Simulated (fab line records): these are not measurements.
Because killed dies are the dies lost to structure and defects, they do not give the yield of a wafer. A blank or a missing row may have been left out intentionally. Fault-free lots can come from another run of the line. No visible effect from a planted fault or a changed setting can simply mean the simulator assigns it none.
Struck lot and sound lot, side by side + flow nandHarc + 14 steps out of a route of 1302
Sound: these wafers, L916.1, L916.5, L916.6. Struck: wafers L933.3, L933.4 (left out: L933.2, a lot-mate that was not struck); the cause follows at the end.
Per side, at each step with rows, come the tool, then ch with its chambers, and then its first start. Under that, the readings that differ: sound wafers + struck wafers + difference of the means + sigmas: that difference in standard deviations of wafers without a fault.
alike: same words and numbers on both sides, and readings whose means sit less than 2 such deviations apart. not compared: any withheld reading, any reading some wafer has no value for, any bound like >300 that may hide the same value, and any number with overlapping values for which the record gives no deviation.
A row with sigmas, a row that says differs or no value, or rows on one side alone: a step with any of these is where the two part. Non-overlapping numbers with no deviation appear without sigmas and do not part them. Lack of a reading on every wafer of one side parts them only where that side has two or more wafers.

NHARC_A_DECK1_JOINT_CMP_02: polishes SiOx.
  sound on cmp-02 ch 0,3, day 13 12:52; struck on cmp-02 ch 1,3, day 20 15:16
  alike: motorCurrentA
next, for these wafers, 1 step has no rows: NHARC_A_DECK1_JOINT_SRD_15.
NHARC_A_DECK1_JOINT_DEP_16: deposits SiO2, target thk 45 nm.
  sound on pecvd-01 ch 0,1,2, day 13 13:14; struck on pecvd-01 ch 1,2, day 20 15:40
  alike: chamberPressureTorr, heaterPowerW, showerheadVppV, throttleValvePct
NHARC_A_DECK1_JOINT_THK_MEAS_17: measures by ellipsometry.
  sound on filmMetro-02 at day 13 13:31; struck on filmMetro-01 at day 20 15:59
  alike: thkNm
NHARC_A_DECK1_JOINT_INSPECT_05:
  sound on defectInspect-02 at day 13 13:32; struck on defectInspect-02 at day 20 16:02
  alike: rawDefectCount
following that, 1 step holds no rows for these wafers, namely NHARC_A_ONON_D2_DEP_00 (target thickness 1000 nm).
NHARC_A_ONON_D2_THK_MEAS_02: measures by ellipsometry.
  sound on filmMetro-01 at day 13 14:07; struck on filmMetro-01 at day 20 16:36
  alike: thkNm
following that, 1 step holds no rows for these wafers, namely NHARC_A_ONON_D2_DEP_03 (target thickness 1000 nm).
NHARC_A_ONON_D2_THK_MEAS_05: measures by ellipsometry.
  sound on filmMetro-01 at day 13 14:41; struck on filmMetro-01 at day 20 17:10
  alike: thkNm
following that, 1 step holds no rows for these wafers, namely NHARC_A_ONON_D2_DEP_06 (target thickness 1000 nm).
NHARC_A_ONON_D2_THK_MEAS_08: measures by ellipsometry.
  sound on filmMetro-01 at day 13 15:15; struck on filmMetro-01 at day 20 17:44
  alike: thkNm
NHARC_A_ONON_D2_DEP_09: target thk 1000 nm.
  sound on pecvdOnon-02 ch 0, day 13 15:18; struck on pecvdOnon-02 ch 0, day 20 17:51
NHARC_A_ONON_D2_THK_MEAS_11: measures by ellipsometry.
  sound on filmMetro-01 at day 13 15:49; struck on filmMetro-02 at day 20 18:19
| reading    | sound       | struck  | difference | sigmas |
|------------|-------------|---------|------------|--------|
| thkNm (nm) | 983 985 982 | 717 717 | -266       | -30    |
following that, 1 step holds no rows for these wafers, namely NHARC_A_ONON_D2_DEP_12 (target thickness 1000 nm).

## WHERE THEY PART
Only at NHARC_A_ONON_D2_THK_MEAS_11, within this record.

WHY: whatever the simulator had introduced
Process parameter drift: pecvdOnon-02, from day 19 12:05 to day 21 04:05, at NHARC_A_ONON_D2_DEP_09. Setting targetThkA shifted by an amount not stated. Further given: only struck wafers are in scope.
